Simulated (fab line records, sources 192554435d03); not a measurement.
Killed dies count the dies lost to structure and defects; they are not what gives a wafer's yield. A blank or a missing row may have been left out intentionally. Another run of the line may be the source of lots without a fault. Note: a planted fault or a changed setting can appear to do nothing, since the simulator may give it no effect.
fab line records	flow n5_finfet
record: lots: 7	wafers: 21
route steps=1938 shown BEOL_M0_SAQP@692 BEOL_M1@761 BEOL_M2@851 BEOL_M3@937
start_h: hours from the record's first day to the start of the lot's first wafer shown	wait_h: hours since the lot's step before	" unchanged from the row above	L1.1+2: a row that stands for several wafers	- either no value or no given start	* or withheld: withheld	< > ~ a bound
route shown NAME@n: NAME is a module with steps in the file, n the number in the route of the first one	usual: mean and standard deviation over wafers with no fault	same: alike in all rows	chamber/n: place in a boat	sites: readings site by site	_std_site: their standard deviation	_edge_site: outer sites' mean less inner sites'	radius_mm: how far each site lies from the wafer's centre	mask NAME#n: copy n	behind: the most recent tool/chamber to have shaped the wafer	hold: what put the lot on hold/how long, in hours/how the hold closed	device: transistor that didn't switch, given as n, p or np	end of line: the tests these same wafers got at the end of their route	a step with no rows: only its recipe	killed: not the wafer's yield, but the dies lost to structure and defects at the first sort	map: a wafer's dies, x killed, . not, _ none there
set.NAME: the setting as run; set.NAME@STEP: as run at that earlier step	model.NAME: the simulator's own value behind a step, which no gauge read
lots whose settings were changed on purpose; a table a step, a row a wafer
== steps ==
step: N5_BEOL_M0_SAQP_DESCUM_45
recipe: chemistry: O2	time_s: 7	source_power_w: 50	bias_power_w: 20	pressure_mtorr: 20	rf_frequency_hz: 2.712e+07	temp_c: 40	resist: CAR-EUV	o2_flow_sccm: 225
lot.wafer	tool	chamber	start_h	wait_h	set.time_s	set.dose_mj@BEOL_M0_SAQP_EXPOSE_37	model.CAR-EUV_of_BEOL_M0_SAQP_COAT_34.thk_nm	model.BEOL_M0_SAQP.cd_nm
L076.2	rie_diel-04	3	126.79	0.1	7	46.18	26	30.6
L076.3	"	2	"	"	7	44.75	26	29.8
L076.6	"	1	"	"	5.581	44.75	26.6	29.6
L084.1	rie_diel-04	2	183.49	0.0	7	44.75	26	29.8
L084.5+6	"	2,3	"	"	5.62	44.75	26.6	29.8
L088.1	rie_diel-04	1	205.58	0.0	8.535	44.75	25.2	29.8
L088.4	"	0	"	"	8.535	44.75	25.2	30
L088.5	"	3	"	"	7	44.75	26	30
L089.2+5	rie_diel-03	3,1	206.08	0.0	7	44.75	26.2	30
L089.6	"	2	"	"	7	44.75	26.2	29.8
L090.3+6	rie_diel-04	3,0	220.42	0.0	6.186	44.75	26.4	29.6
L090.5	"	3	"	"	7	44.75	26	30
L093.2	rie_diel-03	3	227.05	0.1	6.34	44.75	26.4	30
L093.4	"	0	"	"	6.34	44.75	26.6	30
L093.5	"	1	"	"	7	44.75	26.4	30.2
L094.2	rie_diel-03	0	231.50	0.3	7	46.6	26.2	31
L094.4	"	2	"	"	7	46.6	26.2	30.8
L094.6	"	1	"	"	7	44.75	26.2	30
step: N5_BEOL_M0_SAQP_ETCH_88
recipe: chemistry: N2/H2	target: underlayer	target_depth_a: 65	time_s: 5.2	ion_energy_ev: 200	mask_material: CAR-EUV	pressure_mtorr: 30	source_w: 840	bias_w: 150	n2_flow_sccm: 200	h2_flow_sccm: 200	ends: cleared
lot.wafer	tool	chamber	start_h	wait_h	set.dose_mj@BEOL_M0_SAQP_EXPOSE_37	model.BEOL_M0_SAQP.cd_nm
L076.2	rie_diel-04	3	126.83	0.0	46.18	30.6
L076.3+6	"	2,1	"	"	44.75	29.6
L084.1+5+6	rie_diel-04	2,2,3	183.52	0.0	44.75	29.8
L088.1	rie_diel-04	1	205.61	0.0	44.75	29.8
L088.4+5	"	0,3	"	"	44.75	30
L089.2	rie_diel-03	3	206.11	0.0	44.75	30
L089.5	"	1	"	"	44.75	29.8
L089.6	"	2	"	"	44.75	29.6
L090.3	rie_diel-04	3	220.46	0.0	44.75	29.6
L090.5	"	3	"	"	44.75	30
L090.6	"	0	"	"	44.75	29.8
L093.2+4	rie_diel-03	3,0	227.08	0.0	44.75	30
L093.5	"	1	"	"	44.75	30.2
L094.2	rie_diel-03	0	231.54	0.0	46.6	30.8
L094.4	"	2	"	"	46.6	30.6
L094.6	"	1	"	"	44.75	30
step: N5_BEOL_M1_EXPOSE_08
recipe: mask_id: M1	na: 0.33	source_shape: dipole	sigma_inner: 0.369	sigma_outer: 0.767	polarization: unpolarized	dose_mj: 33
lot.wafer	tool	chamber	start_h	wait_h	mask	set.dose_mj
L076.2+6	euv_scanner-02	0	134.82	-	M1#0	33
L076.3	"	0	"	"	M1#0	33.97
L084.1+6	euv_scanner-01	0	204.98	-	M1#0	31.19
L084.5	"	0	"	"	M1#0	33
L088.1+4	euv_scanner-02	0	212.96	-	M1#0	34.98
L088.5	"	0	"	"	M1#0	33
L089.2+5+6	euv_scanner-02	0	214.25	-	M1#0	33
L090.3+5+6	euv_scanner-02	0	229.60	-	M1#0	33.69
L093.2+5	euv_scanner-02	0	235.91	-	M1#0	33.76
L093.4	"	0	"	"	M1#0	33
L094.2+6	euv_scanner-02	0	242.39	-	M1#0	31.28
L094.4	"	0	"	"	M1#0	33
step: N5_BEOL_M1_PEB_09
recipe: peb_temp_c: 100	peb_time_s: 60	resist: CAR-EUV
step: N5_BEOL_M1_DEVELOP_10
recipe: develop_time_s: 30	developer: TMAH	resist: CAR-EUV	rinse_liquid: surfactant_rinse	dry: air_spin	dev_temp_c: 23
step: N5_BEOL_M1_CD_MEAS_11
recipe: target_cd_nm: 17.05	landing_energy_ev: 500	detector: se_inlens	polarity: opening
usual: cd_nm: 17.00/0.23
lot.wafer	tool	chamber	start_h	wait_h	set.dose_mj@BEOL_M1_EXPOSE_08	cd_nm
L076.2	cd_sem-02	0	134.94	-	33	16.83
L076.3	"	0	"	"	33.97	17.53
L076.6	"	0	"	"	33	17.28
L084.1	cd_sem-02	0	205.10	-	31.19	15.84
L084.5	"	0	"	"	33	17.04
L084.6	"	0	"	"	31.19	16.06
L088.1	cd_sem-01	0	213.08	-	34.98	18.34
L088.4	"	0	"	"	34.98	17.82
L088.5	"	0	"	"	33	16.48
L089.2	cd_sem-01	0	214.37	-	33	16.99
L089.5	"	0	"	"	33	17.10
L089.6	"	0	"	"	33	16.93
L090.3	cd_sem-03	0	229.72	-	33.69	16.92
L090.5	"	0	"	"	33.69	17.32
L090.6	"	0	"	"	33.69	16.95
L093.2	cd_sem-02	0	236.03	-	33.76	17.37
L093.4	"	0	"	"	33	16.74
L093.5	"	0	"	"	33.76	17.62
L094.2	cd_sem-03	0	242.51	-	31.28	15.77
L094.4	"	0	"	"	33	16.77
L094.6	"	0	"	"	31.28	15.46
step: N5_BEOL_M1_DESCUM_16
recipe: chemistry: O2	time_s: 7	source_power_w: 50	bias_power_w: 20	pressure_mtorr: 20	rf_frequency_hz: 2.712e+07	temp_c: 40	resist: CAR-EUV	o2_flow_sccm: 225
step: N5_BEOL_M1_ETCH_74
recipe: chemistry: N2/H2	target: underlayer	target_depth_a: 65	mask_material: CAR-EUV	time_s: 5.2	ion_energy_ev: 200	pressure_mtorr: 30	source_w: 840	bias_w: 150	n2_flow_sccm: 200	h2_flow_sccm: 200	ends: cleared
lot.wafer	tool	chamber	start_h	wait_h	set.dose_mj@BEOL_M1_EXPOSE_08	model.BEOL_M1.cd_offset_nm
L076.2	rie_diel-04	0	135.11	0.0	33	0.2
L076.3	"	2	"	"	33.97	0.8
L076.6	"	1	"	"	33	-0.2
L084.1	rie_diel-04	3	205.26	0.0	31.19	-1
L084.5	"	0	"	"	33	0
L084.6	"	1	"	"	31.19	-1.2
L088.1+4	rie_diel-06	0,1	213.24	0.0	34.98	1.2
L088.5	"	0	"	"	33	-0.4
L089.2+5	rie_diel-04	0,1	214.52	0.0	33	-0.2
L089.6	"	2	"	"	33	0
L090.3+6	rie_diel-03	0,2	229.88	0.0	33.69	0
L090.5	"	1	"	"	33.69	0.6
L093.2	rie_diel-06	0	236.33	0.0	33.76	0.2
L093.4	"	2	"	"	33	-0.2
L093.5	"	1	"	"	33.76	0.4
L094.2	rie_diel-03	0	242.67	0.0	31.28	-1.4
L094.4	"	3	"	"	33	-0.4
L094.6	"	0	"	"	31.28	-1.2
step: N5_BEOL_M1_ETCH_63
recipe: chemistry: CF4	target: SiARC	target_depth_a: 156	mask_material: CAR-EUV	time_s: 26	ion_energy_ev: 80	pressure_mtorr: 40	source_w: 545	bias_w: 36	Ar_flow_sccm: 100	cf4_flow_sccm: 100	ends: cleared
lot.wafer	tool	chamber	start_h	wait_h	set.dose_mj@BEOL_M1_EXPOSE_08	model.BEOL_M1.cd_offset_nm
L076.2	rie_diel-04	0	135.13	0.0	33	0
L076.3	"	2	"	"	33.97	0.8
L076.6	"	1	"	"	33	-0.4
L084.1	rie_diel-04	3	205.28	0.0	31.19	-1
L084.5	"	0	"	"	33	-0.2
L084.6	"	1	"	"	31.19	-1.2
L088.1	rie_diel-06	0	213.26	0.0	34.98	1.2
L088.4	"	1	"	"	34.98	1
L088.5	"	0	"	"	33	-0.4
L089.2+5	rie_diel-04	0,1	214.54	0.0	33	-0.2
L089.6	"	2	"	"	33	0
L090.3+6	rie_diel-03	0,2	229.90	0.0	33.69	0
L090.5	"	1	"	"	33.69	0.4
L093.2	rie_diel-06	0	236.34	0.0	33.76	0.2
L093.4	"	2	"	"	33	-0.2
L093.5	"	1	"	"	33.76	0.4
L094.2	rie_diel-03	0	242.69	0.0	31.28	-1.4
L094.4	"	3	"	"	33	-0.4
L094.6	"	0	"	"	31.28	-1.2
step: N5_BEOL_M1_ETCH_64
recipe: chemistry: N2/H2	target: SOC	target_depth_a: 750	overetch_a: 150	mask_material: SiARC	temp_c: 40	time_s: 112.5	ion_energy_ev: 200	pressure_mtorr: 30	source_w: 840	bias_w: 150	n2_flow_sccm: 200	h2_flow_sccm: 200
usual: rf_vpp_V: 523.0/2.4
lot.wafer	tool	chamber	start_h	wait_h	set.source_w	rf_vpp_V
L076.2	rie_diel-04	0	135.15	0.0	840	520.3
L076.3	"	2	"	"	908.6	508.8
L076.6	"	1	"	"	908.6	514.6
L084.1	rie_diel-04	3	205.31	0.0	840	523.8
L084.5	"	0	"	"	840	522.3
L084.6	"	1	"	"	882.3	517.0
L088.1	rie_diel-06	0	213.28	0.0	724.7	550.2
L088.4	"	1	"	"	840	521.0
L088.5	"	0	"	"	840	525.0
L089.2	rie_diel-04	0	214.57	0.0	840	520.0
L089.5	"	1	"	"	840	525.0
L089.6	"	2	"	"	840	521.6
L090.3	rie_diel-03	0	229.93	0.0	840	518.9
L090.5	"	1	"	"	698	555.4
L090.6	"	2	"	"	698	560.1
L093.2	rie_diel-06	0	236.37	0.0	840	523.0
L093.4	"	2	"	"	840	523.2
L093.5	"	1	"	"	840	522.1
L094.2	rie_diel-03	0	242.71	0.0	711.7	546.1
L094.4	"	3	"	"	711.7	550.0
L094.6	"	0	"	"	840	517.4
step: N5_BEOL_M2_EXPOSE_08
recipe: mask_id: M2	na: 0.33	source_shape: dipole	sigma_inner: 0.369	sigma_outer: 0.767	polarization: unpolarized	dose_mj: 41.25
lot.wafer	tool	chamber	start_h	wait_h	mask	set.dose_mj
L076.2+3+6	euv_scanner-02	0	146.45	-	M2#0	41.25
L084.1+5	euv_scanner-01	0	212.54	-	M2#0	41.25
L084.6	"	0	"	"	M2#0	38.75
L088.1+4+5	euv_scanner-01	0	221.06	-	M2#0	41.25
L089.2+5+6	euv_scanner-01	0	230.10	-	M2#0	41.25
L090.3	euv_scanner-02	0	237.23	-	M2#0	41.25
L090.5+6	"	0	"	"	M2#0	42.66
L093.2+4+5	euv_scanner-02	0	245.73	-	M2#0	41.25
L094.2+6	euv_scanner-01	0	251.79	-	M2#0	43.05
L094.4	"	0	"	"	M2#0	41.25
step: N5_BEOL_M2_PEB_09
recipe: peb_temp_c: 100	peb_time_s: 60	resist: CAR-EUV
step: N5_BEOL_M2_DEVELOP_10
recipe: develop_time_s: 30	developer: TMAH	resist: CAR-EUV	rinse_liquid: surfactant_rinse	dry: air_spin	dev_temp_c: 23
step: N5_BEOL_M2_CD_MEAS_11
recipe: target_cd_nm: 16.79	landing_energy_ev: 500	detector: se_inlens	polarity: opening
usual: cd_nm: 16.73/0.22
lot.wafer	tool	chamber	start_h	wait_h	set.dose_mj@BEOL_M2_EXPOSE_08	cd_nm
L076.2	cd_sem-03	0	146.58	-	41.25	16.66
L076.3	"	0	"	"	41.25	17.03
L076.6	"	0	"	"	41.25	16.70
L084.1	cd_sem-01	0	212.67	-	41.25	16.83
L084.5	"	0	"	"	41.25	16.83
L084.6	"	0	"	"	38.75	15.49
L088.1	cd_sem-01	0	221.19	-	41.25	16.32
L088.4	"	0	"	"	41.25	16.74
L088.5	"	0	"	"	41.25	16.75
L089.2	cd_sem-02	0	230.22	-	41.25	17.15
L089.5	"	0	"	"	41.25	16.69
L089.6	"	0	"	"	41.25	16.84
L090.3	cd_sem-01	0	237.35	-	41.25	16.50
L090.5	"	0	"	"	42.66	17.08
L090.6	"	0	"	"	42.66	17.11
L093.2	cd_sem-03	0	245.85	-	41.25	16.94
L093.4	"	0	"	"	41.25	16.93
L093.5	"	0	"	"	41.25	16.73
L094.2	cd_sem-01	0	251.91	-	43.05	17.47
L094.4	"	0	"	"	41.25	16.47
L094.6	"	0	"	"	43.05	17.22
step: N5_BEOL_M2_DESCUM_16
recipe: chemistry: O2	time_s: 7	source_power_w: 50	bias_power_w: 20	pressure_mtorr: 20	rf_frequency_hz: 2.712e+07	temp_c: 40	resist: CAR-EUV	o2_flow_sccm: 225
step: N5_BEOL_M2_ETCH_74
recipe: chemistry: N2/H2	target: underlayer	target_depth_a: 65	mask_material: CAR-EUV	time_s: 5.2	ion_energy_ev: 200	pressure_mtorr: 30	source_w: 840	bias_w: 150	n2_flow_sccm: 200	h2_flow_sccm: 200	ends: cleared
lot.wafer	tool	chamber	start_h	wait_h	set.dose_mj@BEOL_M2_EXPOSE_08	model.BEOL_M2.cd_offset_nm
L076.2	rie_diel-02	1	147.88	0.0	41.25	-0.2
L076.3	"	2	"	"	41.25	0.4
L076.6	"	2	"	"	41.25	0
L084.1+5	rie_diel-02	1,3	212.82	0.0	41.25	0
L084.6	"	2	"	"	38.75	-1.2
L088.1	rie_diel-02	0	221.43	0.0	41.25	-0.2
L088.4+5	"	3,1	"	"	41.25	0
L089.2	rie_diel-02	2	230.38	0.0	41.25	0.4
L089.5+6	"	1,2	"	"	41.25	0.2
L090.3	rie_diel-01	0	237.50	0.0	41.25	0
L090.5	"	0	"	"	42.66	0.4
L090.6	"	1	"	"	42.66	0.6
L093.2	rie_diel-02	1	246.03	0.0	41.25	0.2
L093.4+5	"	3,1	"	"	41.25	0
L094.2	rie_diel-05	0	252.08	0.0	43.05	0.8
L094.4	"	3	"	"	41.25	0
L094.6	"	1	"	"	43.05	0.4
step: N5_BEOL_M2_ETCH_63
recipe: chemistry: CF4	target: SiARC	target_depth_a: 156	mask_material: CAR-EUV	time_s: 26	ion_energy_ev: 80	pressure_mtorr: 40	source_w: 545	bias_w: 36	Ar_flow_sccm: 100	cf4_flow_sccm: 100	ends: cleared
step: N5_BEOL_M2_ETCH_64
recipe: chemistry: N2/H2	target: SOC	target_depth_a: 750	overetch_a: 225	mask_material: SiARC	temp_c: 40	time_s: 121.9	ion_energy_ev: 200	pressure_mtorr: 30	source_w: 840	bias_w: 150	n2_flow_sccm: 200	h2_flow_sccm: 200
lot.wafer	tool	chamber	start_h	wait_h	set.dose_mj@BEOL_M2_EXPOSE_08	model.BEOL_M2.cd_offset_nm
L076.2	rie_diel-02	1	147.93	0.0	41.25	0.2
L076.3	"	2	"	"	41.25	0.8
L076.6	"	2	"	"	41.25	0.4
L084.1+5	rie_diel-02	1,3	212.87	0.0	41.25	0.2
L084.6	"	2	"	"	38.75	-1
L088.1	rie_diel-02	0	221.48	0.0	41.25	0.2
L088.4+5	"	3,1	"	"	41.25	0.4
L089.2	rie_diel-02	2	230.42	0.0	41.25	0.6
L089.5+6	"	1,2	"	"	41.25	0.4
L090.3	rie_diel-01	0	237.55	0.0	41.25	0
L090.5	"	0	"	"	42.66	0.4
L090.6	"	1	"	"	42.66	0.8
L093.2+5	rie_diel-02	1	246.08	0.0	41.25	0.2
L093.4	"	3	"	"	41.25	0
L094.2	rie_diel-05	0	252.12	0.0	43.05	0.6
L094.4	"	3	"	"	41.25	-0.6
L094.6	"	1	"	"	43.05	0.4
step: N5_BEOL_M2_TRENCH_ETCH_37
recipe: chemistry: C4F6/O2	target_depth_a: 555.55	target: SiOC	time_s: 29.2	ion_energy_ev: 250	pressure_mtorr: 30	source_w: 355	bias_w: 185	Ar_flow_sccm: 300	C4F6_flow_sccm: 10	O2_flow_sccm: 10
usual: rf_vpp_V: 668/12
lot.wafer	tool	chamber	start_h	wait_h	set.source_w	rf_vpp_V	model.etch.depth_nm	model.BEOL_M2.feature_depth_nm
L076.2	rie_diel-01	2	-	-	391.1	630	58.49	58.4
L076.3	"	1	"	"	355	674	54.59	54.6
L076.6	"	1	"	"	391.1	640	56.54	56.6
L084.1	rie_diel-01	2	-	-	293.3	729	51.71	51.8
L084.5	"	1	"	"	355	673	53.48	53.4
L084.6	"	2	"	"	355	662	55.07	55
L088.1	rie_diel-01	2	-	-	300.4	720	51.57	51.6
L088.4	"	0	"	"	300.4	727	52.53	52.6
L088.5	"	3	"	"	300.4	727	53.47	53.4
L089.2	rie_diel-02	3	-	-	355	663	55.32	55.4
L089.5	"	1	"	"	355	663	54.73	54.8
L089.6	"	0	"	"	355	673	55.43	55.4
L090.3	rie_diel-01	0	-	-	416.7	617	60	60
L090.5	"	0	"	"	416.7	617	59.24	59.2
L090.6	"	3	"	"	355	665	57.24	57.2
L093.2	rie_diel-05	1	-	-	308.7	740	52.61	52.6
L093.4	"	3	"	"	355	687	54.61	54.6
L093.5	"	3	"	"	308.7	736	51.57	51.6
L094.2	rie_diel-02	0	-	-	412.1	625	59.3	59.4
L094.4	"	2	"	"	412.1	591	59.9	60
L094.6	"	1	"	"	355	661	56.44	56.4
step: N5_BEOL_M2_ETCH_41
recipe: chemistry: CH3F/O2	target: SiCN	target_depth_a: 299	taper_deg: 2	time_s: 52.5	ion_energy_ev: 120	mask_material: TiN	pressure_mtorr: 30	source_w: 395	bias_w: 75	Ar_flow_sccm: 150	CH3F_flow_sccm: 30	O2_flow_sccm: 20
step: N5_BEOL_M2_STRIP_97
recipe: chemistry: N2/H2	time_s: 10	power_w: 450	temp_c: 40	pressure_mtorr: 20	rf_frequency_hz: 6e+07	bias_power_w: 7	n2_flow_sccm: 200	h2_flow_sccm: 200
step: N5_BEOL_M2_OCD_MEAS_38
usual: trench_depth_nm: 55.8/1.1
lot.wafer	tool	chamber	start_h	wait_h	set.source_w@BEOL_M2_TRENCH_ETCH_37	trench_depth_nm
L076.2	ocd-01	-	150.87	-	391.1	58.3
L076.3	"	-	"	"	355	53.7
L076.6	"	-	"	"	391.1	56.6
L084.1	ocd-02	-	218.20	-	293.3	51.9
L084.5	"	-	"	"	355	53.8
L084.6	"	-	"	"	355	55.2
L088.1	ocd-02	-	225.28	-	300.4	51.8
L088.4	"	-	"	"	300.4	52.3
L088.5	"	-	"	"	300.4	53.2
L089.2	ocd-01	-	233.17	-	355	55.8
L089.5	"	-	"	"	355	54.9
L089.6	"	-	"	"	355	55.5
L090.3	ocd-01	-	243.18	-	416.7	60.4
L090.5	"	-	"	"	416.7	59.0
L090.6	"	-	"	"	355	57.2
L093.2	ocd-01	-	262.45	-	308.7	52.6
L093.4	"	-	"	"	355	54.6
L093.5	"	-	"	"	308.7	51.6
L094.2	ocd-02	-	267.19	-	412.1	59.7
L094.4	"	-	"	"	412.1	60.0
L094.6	"	-	"	"	355	56.9
step: N5_BEOL_M3_COAT_73
recipe: resist: underlayer	temp_c: 205	time_s: 60	spin_rpm: 1500	resist_thk_nm: 5
lot.wafer	tool	chamber	start_h	wait_h	set.spin_rpm
L076.2+3+6	litho_track-03	0	-	-	1500
L084.1+6	litho_track-05	0	-	-	1381
L084.5	"	0	"	"	1500
L088.1+4	litho_track-03	0	-	-	1426
L088.5	"	0	"	"	1500
L089.2+5+6	litho_track-05	0	-	-	1500
L090.3+5+6	litho_track-05	0	-	-	1500
L093.2+5	litho_track-05	0	-	-	1500
L093.4	"	0	"	"	1377
L094.2+4	litho_track-05	0	-	-	1500
L094.6	"	0	"	"	1644
== key ==
split: step: N5_BEOL_M0_SAQP_DESCUM_45	setting: time_s	stated: 7	by: wafer
response: step: N5_BEOL_M0_SAQP_DESCUM_45	reading: model.CAR-EUV_of_BEOL_M0_SAQP_COAT_34.thk_nm	change: -0.0313	per: 1%	r: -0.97
split: step: N5_BEOL_M1_EXPOSE_08	setting: dose_mj	stated: 33	by: wafer
response: step: N5_BEOL_M1_CD_MEAS_11	reading: cd_nm	change: +0.231	per: 1%	r: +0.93
response: step: N5_BEOL_M1_ETCH_74	reading: model.BEOL_M1.cd_offset_nm	change: +0.222	per: 1%	r: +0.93
response: step: N5_BEOL_M1_ETCH_63	reading: model.BEOL_M1.cd_offset_nm	change: +0.212	per: 1%	r: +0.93
split: step: N5_BEOL_M1_ETCH_64	setting: source_w	stated: 840	by: wafer
response: step: N5_BEOL_M1_ETCH_64	reading: rf_vpp_V	change: -2	per: 1%	r: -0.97
split: step: N5_BEOL_M2_EXPOSE_08	setting: dose_mj	stated: 41.25	by: wafer
response: step: N5_BEOL_M2_CD_MEAS_11	reading: cd_nm	change: +0.208	per: 1%	r: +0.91
response: step: N5_BEOL_M2_ETCH_74	reading: model.BEOL_M2.cd_offset_nm	change: +0.172	per: 1%	r: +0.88
response: step: N5_BEOL_M2_ETCH_64	reading: model.BEOL_M2.cd_offset_nm	change: +0.209	per: 1%	r: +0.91
split: step: N5_BEOL_M2_TRENCH_ETCH_37	setting: source_w	stated: 355	by: wafer
response: step: N5_BEOL_M2_TRENCH_ETCH_37	reading: rf_vpp_V	change: -3.36	per: 1%	r: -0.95
response: step: N5_BEOL_M2_TRENCH_ETCH_37	reading: model.etch.depth_nm	change: +0.176	per: 1%	r: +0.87
response: step: N5_BEOL_M2_TRENCH_ETCH_37	reading: model.BEOL_M2.feature_depth_nm	change: +0.175	per: 1%	r: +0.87
response: step: N5_BEOL_M2_OCD_MEAS_38	reading: trench_depth_nm	change: +0.181	per: 1%	r: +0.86
split: step: N5_BEOL_M3_COAT_73	setting: spin_rpm	stated: 1500	by: wafer
response none in this file
split outside_this_file step=N5_BEOL_M0_SAQP_EXPOSE_37 setting=dose_mj
split outside_this_file: this setting was split too, and the file shows its column; the key of that split is in another file
